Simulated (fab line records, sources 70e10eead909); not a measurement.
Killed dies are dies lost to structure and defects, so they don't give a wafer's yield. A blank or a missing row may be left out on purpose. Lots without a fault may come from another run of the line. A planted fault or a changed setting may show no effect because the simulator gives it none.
Chamber matching | flow nand_harc | NHARC_A_BLC_ALD_23 on ald_metal-01: 4 sister chambers
The step deposits TiN, target thk 3 nm, pulse time 1 s, ald cycles 150. 4 wafers are shown with their chamber, then 9 later ones without.

WAFERS WITH THEIR CHAMBER
wafer  | chamber | heater_power_w (W)
L080.1 | 3       | 946
L080.4 | 0       | 1209
L085.5 | 1       | 1079
L085.6 | 2       | 1041

WAFERS WITHOUT THEIR CHAMBER
wafer  | heater_power_w (W)
L089.4 | 1011
L089.5 | 887
L089.6 | 1163
L095.3 | 901
L095.5 | 1152
L095.6 | 1086
L097.1 | 1119
L097.2 | 990
L097.6 | 906

WHICH CHAMBER EACH WENT THROUGH
wafer  | from the rows above          | in truth
L089.4 | can't be placed: 2 or 3 or 1 | 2
L089.5 | 3                            | 3
L089.6 | can't be placed: 0 or 1 or 2 | 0
L095.3 | 3                            | 3
L095.5 | can't be placed: 0 or 1 or 2 | 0
L095.6 | can't be placed: 1 or 2      | 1
L097.1 | can't be placed: 1 or 2 or 0 | 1
L097.2 | can't be placed: 3 or 2 or 1 | 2
L097.6 | 3                            | 3
Placed correctly: 3 of 9. Can't be placed from these rows: 6 (the true chamber is among the candidates in 6). Placed wrongly: 0.
How it was worked out, from the rows above alone: a wafer's distance from a chamber is the root of the sum, over the readings, of the square of ((its reading less the chamber's mean) divided by the reading's scatter). The wafer belongs to the nearest chamber; if the next one is less than 2 further off, it can't be placed. A chamber's mean is the mean of its shown wafers. The scatter: with one shown wafer a chamber, the root of the mean of the squares of how far each hidden wafer lies from its nearest shown one.
